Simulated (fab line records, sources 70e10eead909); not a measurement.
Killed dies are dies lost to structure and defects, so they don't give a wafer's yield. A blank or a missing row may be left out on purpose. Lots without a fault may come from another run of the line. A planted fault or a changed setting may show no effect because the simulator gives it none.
fab line records | flow nand_harc
record lots=13 wafers=39 last_day=26
route steps=1159 shown A_M0@994 A_BONDPAD@1085 THIN_TSV@1128 END@1159
lots that met no fault: from a run of the same line without faults
start_h: hours from the record's first day to the start of the lot's first wafer shown | wait_h: hours since the lot's step before | " the same as in the row above | L1.1+2: a row that stands for several wafers | - no value, or no start given | * or withheld: withheld | < > ~ a bound
route shown NAME@n: a module of which the file shows steps, and the number in the route of the first | usual: mean/standard deviation of fault-free wafers | same: alike in all rows | chamber/n: place in a boat | sites: the reading at each site | _std_site: their standard deviation | _edge_site: outer sites' mean less inner sites' | radius_mm: how far each site lies from the wafer's centre | mask NAME#n: copy n | behind: the tool/chamber that last shaped the wafer | hold: why the lot was held/for how many hours/how that ended | device: the transistor (n, p or np) that didn't switch | end of line: the same wafers' tests at the end of the route | a step without rows: its recipe alone | killed: dies lost to structure and defects at the first sort, not the wafer's yield | map: a wafer's dies, x killed, . not, _ none there
set.NAME: the setting as run; set.NAME@STEP: as run at that earlier step | model.NAME: the simulator's own value behind a step, which no gauge read
steps of the route over a sample of lots; a table a step, a row a wafer
services: from which hour (start_h, from the record's first day; less than 0 if before it) a tool's chamber was out of use, for how many hours, and why
## steps
# step NHARC_A_M0_DEP_00
# recipe target_thk_a=1500 target_thk_nm=150 temp_c=withheld pressure_torr=5 flow_sccm=200 rf_w=600 material=SiOC
# columns lot.wafer tool chamber start_h wait_h
L997.2+1+4 pecvd-02 2,0,1 398.15 0.1
L996.3+4+6 pecvd-01 2,2,0 401.42 0.1
L998.3+2+1 pecvd-04 2,0,1 410.92 0.1
L100.2+1+4 pecvd-01 1,2,2 415.63 0.2
L105.2+3+5 pecvd-01 2,0,1 466.56 0.1
L109.1+5+6 pecvd-02 2,2,0 467.07 0.1
L106.5+6+4 pecvd-01 1,2,0 467.58 0.2
L111.3+4+5 pecvd-02 1,0,1 484.29 0.2
L110.3+2+5 pecvd-02 2,1,1 490.45 0.1
L108.3+5+4 pecvd-04 2,0,1 490.90 0.1
L116.1+2+5 pecvd-04 2,1,1 518.28 0.2
L117.3+2+1 pecvd-01 1,2,0 530.58 0.1
L118.2+3+6 pecvd-01 2,0,1 536.22 0.1
# step NHARC_A_BONDPAD_PVD_27
# recipe target_thk_a=300 chamber_pressure_pa=5 power_w=5000 substrate_temp_c=30 time_s=20.49 material=Cu
# usual throttle_valve_pct=29.7/0.86
# columns lot.wafer tool chamber start_h wait_h throttle_valve_pct
L997.2 pvd_sputter-02 - - - 30.5
L997.4 " - " " 30.5
L997.1 " - " " 30.5
L996.4 pvd_sputter-03 - - - 28.7
L996.3 " - " " 29.3
L996.6 " - " " 28.8
L998.2 pvd_sputter-03 - - - 30.1
L998.1 " - " " 28.7
L998.3 " - " " 29.7
L100.1 pvd_sputter-03 - - - 29.0
L100.2 " - " " 29.1
L100.4 " - " " 29.9
L105.3 pvd_sputter-01 - - - 29.6
L105.5 " - " " 29.6
L109.1 pvd_sputter-03 - - - 29.2
L109.6 " - " " 29.6
L109.5 " - " " 30.9
L106.5 pvd_sputter-03 - - - 29.4
L106.6 " - " " 30.7
L111.4 pvd_sputter-03 - - - 29.4
L111.3 " - " " 30.8
L111.5 " - " " 29.3
L110.2 pvd_sputter-02 - - - 30.3
L110.3 " - " " 30.8
L110.5 " - " " 30.7
L108.4 pvd_sputter-03 - - - 29.2
L108.3 " - " " 30.5
L108.5 " - " " 29.5
L116.2 pvd_sputter-01 - - - 28.9
L116.1 " - " " 30.0
L116.5 " - " " 30.8
L117.1 pvd_sputter-01 - - - 29.1
L117.3 " - " " 29.7
L117.2 " - " " 28.6
L118.3 pvd_sputter-03 - - - 29.3
L118.2 " - " " 29.3
L118.6 " - " " 30.7
# step NHARC_THIN_TSV_PRE_CLEAN_50
# recipe time_s=30 temp_c=280 gas=H2/He
# usual heater_power_w=430/48 susceptor_temp_C=280.01/0.19
# columns lot.wafer tool chamber start_h wait_h heater_power_w susceptor_temp_C
L997.1 pvd_sputter-01 - - - 401 -
L997.4 " - " " 403 -
L997.2 " - " " 434 -
L996.4 pvd_sputter-03 - - - 409 280.13
L996.3 " - " " 474 279.85
L996.6 " - " " 469 280.20
L998.3 pvd_sputter-01 - - - 438 280.32
L998.2 " - " " 403 279.77
L998.1 " - " " 400 280.22
L100.1 pvd_sputter-02 - - - 562 279.77
L100.4 " - " " 331 279.76
L100.2 " - " " 393 280.19
L109.1 pvd_sputter-03 - - - 454 279.93
L109.5 " - " " 429 280.21
L109.6 " - " " 413 280.09
L105.3 pvd_sputter-03 - - - 442 280.28
L105.5 " - " " 434 280.07
L106.6 pvd_sputter-01 - - - 446 280.14
L106.5 " - " " 425 279.75
L111.3 pvd_sputter-02 - - - 328 280.19
L111.4 " - " " 402 280.07
L111.5 " - " " 326 280.11
L110.2 pvd_sputter-03 - - - 418 280.12
L110.3 " - " " 427 280.18
L110.5 " - " " 411 279.85
L108.4 pvd_sputter-03 - - - 421 280.19
L108.3 " - " " 495 280.10
L108.5 " - " " 500 279.95
L116.2 pvd_sputter-01 - - - 450 280.15
L116.1 " - " " 405 280.51
L116.5 " - " " 412 280.03
L117.2 pvd_sputter-01 - - - 410 279.99
L117.1 " - " " 418 279.64
L117.3 " - " " 403 279.90
L118.3 pvd_sputter-02 - - - 543 279.81
L118.2 " - " " 395 280.36
L118.6 " - " " 399 279.94
# step NHARC_THIN_TSV_ANNEAL_52
# recipe temp_c=225 time_s=90
# usual wafer_temp_C_max=226.2/0.37
# columns lot.wafer tool chamber start_h wait_h wafer_temp_C_max
L997.1 rtp_anneal-01 0 427.64 0.7 225.9
L997.2 " 0 " " 225.7
L997.4 " 0 " " 225.9
L996.3 rtp_anneal-02 0 429.01 0.4 226.4
L996.4 " 0 " " 226.7
L996.6 " 0 " " 226.5
L998.1 rtp_anneal-02 0 441.07 0.5 226.2
L998.2 " 0 " " 226.4
L998.3 " 0 " " 226.9
L100.1 rtp_anneal-01 0 445.67 0.6 226.0
L100.2 " 0 " " 225.9
L100.4 " 0 " " 226.1
L109.1 rtp_anneal-02 0 497.97 0.5 227.1
L109.5 " 0 " " 226.7
L109.6 " 0 " " 226.2
L105.3 rtp_anneal-02 0 499.35 0.6 226.2
L105.5 " 0 " " 226.9
L106.5 rtp_anneal-02 0 501.94 0.3 226.6
L106.6 " 0 " " 226.1
L111.3 rtp_anneal-02 0 514.30 0.5 226.2
L111.4 " 0 " " 226.4
L111.5 " 0 " " 226.4
L110.2 rtp_anneal-01 0 523.38 0.8 225.5
L110.3 " 0 " " 226.1
L110.5 " 0 " " 225.7
L108.3 rtp_anneal-02 0 526.14 0.6 225.9
L108.4 " 0 " " 225.9
L108.5 " 0 " " 226.6
L116.1 rtp_anneal-02 0 547.93 0.6 227.1
L116.2 " 0 " " 227.3
L116.5 " 0 " " 226.6
L117.1 rtp_anneal-02 0 559.52 0.6 226.6
L117.2 " 0 " " 226.0
L117.3 " 0 " " 226.0
L118.2 rtp_anneal-02 0 567.61 0.7 226.3
L118.3 " 0 " " 226.1
L118.6 " 0 " " 226.2
# step NHARC_END_SORT_01
# recipe temp_c=25
# usual defect_limited_yield=95.3/1.3 killed_at_array=28/9.1 killed_at_other=0.6/0.87 killed_at_periphery=3.4/2.7 killed_dies=32/9 killed_open=3.2/1.9 killed_short=2.0/1.3 sort_bin_2_pct=1.5/0.57 sort_bin_3_pct=0.26/0.22 sort_bin_4_pct=2.9/0.91 sort_n_pass=645/9 sort_rim_yield_pct=93/3.3 sort_yield_pct=95.3/1.3
# same gross_dies=677 sort_bin_5_pct[%]=0 sort_bin_6_pct[%]=0 sort_bin_7_pct[%]=0 sort_bin_8_pct[%]=0 sort_rim_n_gross=106.00
# columns lot.wafer tool chamber start_h wait_h defect_limited_yield[%] killed_at_array killed_at_other killed_at_periphery killed_dies killed_open killed_short sort_bin_2_pct[%] sort_bin_3_pct[%] sort_bin_4_pct[%] sort_n_pass sort_rim_yield_pct[%] sort_yield_pct[%]
L996.3 prober-01 0 441.31 3.1 97.3 13 2 3 18 3 3 1.0 0.30 1.3 659 93 97.3
L996.4 prober-01 0 442.11 3.4 96.2 20 1 5 26 8 3 1.3 0 2.5 651 94 96.2
L996.6 prober-01 0 443.70 4.0 96.5 17 1 6 24 6 1 1.2 0.30 2.1 653 92 96.5
L109.1 prober-02 0 517.62 2.5 95.6 28 1 1 30 2 1 1.2 0.30 3.0 647 95 95.6
L109.5 prober-02 0 520.86 3.7 95.0 29 0 5 34 3 2 0.9 0.30 3.8 643 96 95.0
L109.6 prober-02 0 521.67 4.0 95.4 26 0 5 31 5 2 1.6 0 3.0 646 93 95.4
L105.2 prober-02 0 534.11 2.8 0.1 675 1 0 676 0 3 97.5 0.15 2.2 1 1 0.1
L105.3 prober-02 0 534.90 3.1 95.3 28 0 4 32 1 2 1.2 0.15 3.4 645 94 95.3
L105.5 prober-02 0 536.49 3.7 95.7 26 0 3 29 1 4 1.3 0.15 2.8 648 94 95.7
L106.4 prober-02 0 543.51 3.4 0.1 676 0 0 676 3 1 94.4 0.44 5.0 1 1 0.1
L106.5 prober-02 0 544.32 3.7 94.2 36 0 3 39 7 1 2.1 0.59 3.1 638 90 94.2
L106.6 prober-02 0 545.13 4.1 94.2 38 0 1 39 3 1 1.3 0.15 4.3 638 92 94.2
L111.3 prober-02 0 550.57 3.1 94.2 37 0 2 39 4 3 2.2 0.44 3.1 638 87 94.2
L111.4 prober-02 0 551.38 3.4 94.1 40 0 0 40 1 0 1.8 0.30 3.8 637 94 94.1
L111.5 prober-02 0 552.18 3.7 93.2 39 0 7 46 7 0 1.6 0.44 4.7 631 88 93.2
L110.2 prober-02 0 557.59 2.8 95.6 22 1 7 30 3 3 1.0 0.74 2.7 647 95 95.6
L110.3 prober-02 0 558.38 3.1 95.7 18 2 9 29 1 3 0.7 0.15 3.4 648 94 95.7
L110.5 prober-02 0 559.96 3.7 96.0 14 3 10 27 2 2 1.3 0.15 2.5 650 97 96.0
# killed by level:class
L996.3 A_CHANNEL_HOLE_D1:chamber_film_flake=5 P_ZERO_WELL:chamber_film_flake=2 A_ZERO_WELL:chamber_film_flake=2 THIN_TSV:chamber_film_flake=2 P_M2:geometric_particle:open=1 A_ONON_D1:geometric_particle:short=1 A_SGD_CUT:geometric_particle:short=1 A_CONTACT:geometric_particle:short=1
L996.4 A_CHANNEL_HOLE_D1:chamber_film_flake=7 A_CONTACT:geometric_particle:open=5 A_STAIRCASE:chamber_film_flake=3 P_CONTACT:geometric_particle:open=2 P_ZERO_WELL:chamber_film_flake=2 A_STAIRCASE:geometric_particle:short=1 A_WL_FILL:geometric_particle:open=1 A_WL_FILL:geometric_particle:short=1
L996.6 A_CHANNEL_HOLE_D1:chamber_film_flake=8 A_STAIRCASE:chamber_film_flake=3 P_ZERO_WELL:chamber_film_flake=2 A_SLIT:chamber_film_flake=1 P_CONTACT:geometric_particle:open=1 P_M1:geometric_particle:open=1 P_M2:geometric_particle:open=1 A_CHANNEL_HOLE_D1:geometric_particle:open=1
L109.1 A_SLIT:chamber_film_flake=14 A_CHANNEL_HOLE_D1:chamber_film_flake=6 A_CONTACT:chamber_film_flake=3 A_M1:geometric_particle:open=1 A_M0:geometric_particle:open=1 STARTING-WAFER:geometric_particle:short=1 P_GATE:chamber_film_flake=1 A_ZERO_WELL:chamber_film_flake=1
L109.5 A_SLIT:chamber_film_flake=16 A_CHANNEL_HOLE_D1:chamber_film_flake=6 P_GATE:chamber_film_flake=2 A_STAIRCASE:chamber_film_flake=2 P_CONTACT:geometric_particle:short=1 P_M1:geometric_particle:open=1 A_SOURCE_PLATE:geometric_particle:open=1 A_M0:geometric_particle:short=1
L109.6 A_SLIT:chamber_film_flake=12 A_CHANNEL_HOLE_D1:chamber_film_flake=4 A_CONTACT:chamber_film_flake=3 P_M0:geometric_particle:open=1 P_M1:geometric_particle:open=1 A_CHANNEL_FILL_D1:geometric_particle:short=1 A_SGD_CUT:geometric_particle:short=1 A_CONTACT:geometric_particle:open=1
L105.2 A_M0:area_dep=654 A_SLIT:chamber_film_flake=12 A_CHANNEL_HOLE_D1:chamber_film_flake=4 A_STAIRCASE:chamber_film_flake=2 A_SOURCE_PLATE:geometric_particle:short=1 A_CONTACT:geometric_particle:short=1 STARTING-WAFER:geometric_particle:short=1 A_WL_FILL:chamber_film_flake=1
L105.3 A_SLIT:chamber_film_flake=14 A_CHANNEL_HOLE_D1:chamber_film_flake=10 P_M0:chamber_film_flake=2 P_M0:geometric_particle:open=1 A_CHANNEL_FILL_D1:geometric_particle:short=1 A_BLC:geometric_particle:short=1 P_GATE:chamber_film_flake=1 A_WL_FILL:chamber_film_flake=1
L105.5 A_CHANNEL_HOLE_D1:chamber_film_flake=12 A_SLIT:chamber_film_flake=8 A_CHANNEL_FILL_D1:geometric_particle:short=2 P_GATE:chamber_film_flake=2 A_SGD_CUT:geometric_particle:short=1 A_WL_FILL:geometric_particle:open=1 A_M0:geometric_particle:short=1 P_BONDPAD:chamber_film_flake=1
L106.4 A_M0:area_dep=627 A_SLIT:chamber_film_flake=22 A_CHANNEL_HOLE_D1:chamber_film_flake=9 A_CONTACT:chamber_film_flake=7 A_STAIRCASE:chamber_film_flake=3 A_CHANNEL_FILL_D1:chamber_film_flake=2 A_SGD_CUT:chamber_film_flake=2 A_CHANNEL_FILL_D1:geometric_particle:short=1
L106.5 A_SLIT:chamber_film_flake=17 A_CHANNEL_HOLE_D1:chamber_film_flake=5 A_CONTACT:chamber_film_flake=5 A_M0:geometric_particle:open=3 A_STAIRCASE:chamber_film_flake=2 P_STI:geometric_particle:short=1 P_M0:geometric_particle:open=1 A_ONON_D1:geometric_particle:open=1
L106.6 A_SLIT:chamber_film_flake=12 A_CHANNEL_HOLE_D1:chamber_film_flake=11 A_SGD_CUT:chamber_film_flake=6 A_STAIRCASE:chamber_film_flake=3 A_CONTACT:chamber_film_flake=2 A_ONON_D1:geometric_particle:short=1 A_WL_FILL:geometric_particle:open=1 A_CONTACT:geometric_particle:open=1
L111.3 A_SLIT:chamber_film_flake=13 A_CONTACT:chamber_film_flake=8 A_CHANNEL_HOLE_D1:chamber_film_flake=7 A_STAIRCASE:chamber_film_flake=3 A_SGD_CUT:geometric_particle:open=2 P_M0:geometric_particle:open=1 P_M0:geometric_particle:short=1 A_ONON_D1:geometric_particle:short=1
L111.4 A_CONTACT:chamber_film_flake=11 A_SLIT:chamber_film_flake=11 A_CHANNEL_HOLE_D1:chamber_film_flake=10 A_M1:chamber_film_flake=3 A_STAIRCASE:chamber_film_flake=2 A_CHANNEL_HOLE_D1:geometric_particle:open=1 A_CHANNEL_FILL_D1:chamber_film_flake=1 A_WL_FILL:chamber_film_flake=1
L111.5 A_SLIT:chamber_film_flake=17 A_CHANNEL_HOLE_D1:chamber_film_flake=10 A_CONTACT:chamber_film_flake=5 P_ZERO_WELL:chamber_film_flake=4 A_CONTACT:geometric_particle:open=3 A_STAIRCASE:chamber_film_flake=3 P_STI:geometric_particle:open=1 P_M0:geometric_particle:open=1
L110.2 A_CONTACT:chamber_film_flake=7 A_CHANNEL_HOLE_D1:chamber_film_flake=4 A_STAIRCASE:chamber_film_flake=4 P_M0:chamber_film_flake=3 A_WL_FILL:geometric_particle:open=2 P_STI:chamber_film_flake=2 P_M2:geometric_particle:short=1 A_ONON_D1:geometric_particle:short=1
L110.3 A_CONTACT:chamber_film_flake=7 A_STAIRCASE:chamber_film_flake=4 P_STI:chamber_film_flake=2 P_M0:chamber_film_flake=2 P_GATE:chamber_film_flake=2 P_CONTACT:chamber_film_flake=2 A_CHANNEL_HOLE_D1:chamber_film_flake=2 THIN_TSV:chamber_film_flake=2
L110.5 A_CHANNEL_HOLE_D1:chamber_film_flake=4 A_CONTACT:chamber_film_flake=4 A_STAIRCASE:chamber_film_flake=3 P_CONTACT:chamber_film_flake=3 P_M0:chamber_film_flake=3 THIN_TSV:chamber_film_flake=3 P_GATE:geometric_particle:open=2 P_STI:chamber_film_flake=2
## services
# columns tool chamber start_h hours kind
pecvd-04 - 376.57 13.0 pm
pvd_sputter-02 - 392.01 10.0 pm
pecvd-01 - 418.03 13.0 pm
pecvd-01 0 418.03 13.0 vent_cycle
pecvd-01 1 418.03 13.0 vent_cycle
pecvd-01 2 418.03 13.0 vent_cycle
pecvd-01 0 431.03 - clean
pecvd-01 1 431.03 - clean
pecvd-01 2 431.03 - clean
pecvd-02 - 451.10 0.7 repair
pvd_sputter-03 - 458.04 10.0 pm
pvd_sputter-02 - 473.60 1.8 repair
pecvd-02 - 478.03 1.2 repair
pecvd-01 - 507.27 0.5 repair
pvd_sputter-01 - 514.00 10.0 pm
pecvd-02 - 515.49 13.0 pm
pecvd-02 0 515.49 13.0 vent_cycle
pecvd-02 1 515.49 13.0 vent_cycle
pecvd-02 2 515.49 13.0 vent_cycle
pecvd-02 0 528.49 - clean
pecvd-02 1 528.49 - clean
pecvd-04 0 551.09 2.2 repair
pecvd-04 - 557.60 13.0 pm
pecvd-01 0 567.09 4.3 repair
## key
first_sign step=NHARC_END_SORT_01 reading=sort_bin_2_pct direction=up sigmas=99+ usual=1.5 struck=95.9
effect step=NHARC_END_SORT_01 reading=defect_limited_yield direction=down sigmas=71 usual=95.3 struck=0.1
more_kills_born_at NHARC_A_M0_DEP_00@pecvd-01=1281
met_at NHARC_A_M0_DEP_00
struck_lots L105,L106
struck_wafers L105.2,L106.4
later_rows_left_out L105.2,L106.4
not_acting_at NHARC_A_BONDPAD_PVD_27,NHARC_THIN_TSV_PRE_CLEAN_50,NHARC_THIN_TSV_ANNEAL_52
onset_between 415.63 466.56
fault kind=process_parameter_drift tool=pecvd-01 chamber=- onset_h=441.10 steps=NHARC_A_M0_DEP_00 channel=target_thk_a offset=* shape=step end_h=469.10 scope=struck_wafers_only acts_in=* stated=*
# later_rows_left_out: the simulator's readings of these wafers behind a module that went badly wrong aren't trusted and aren't shown, but for the sort
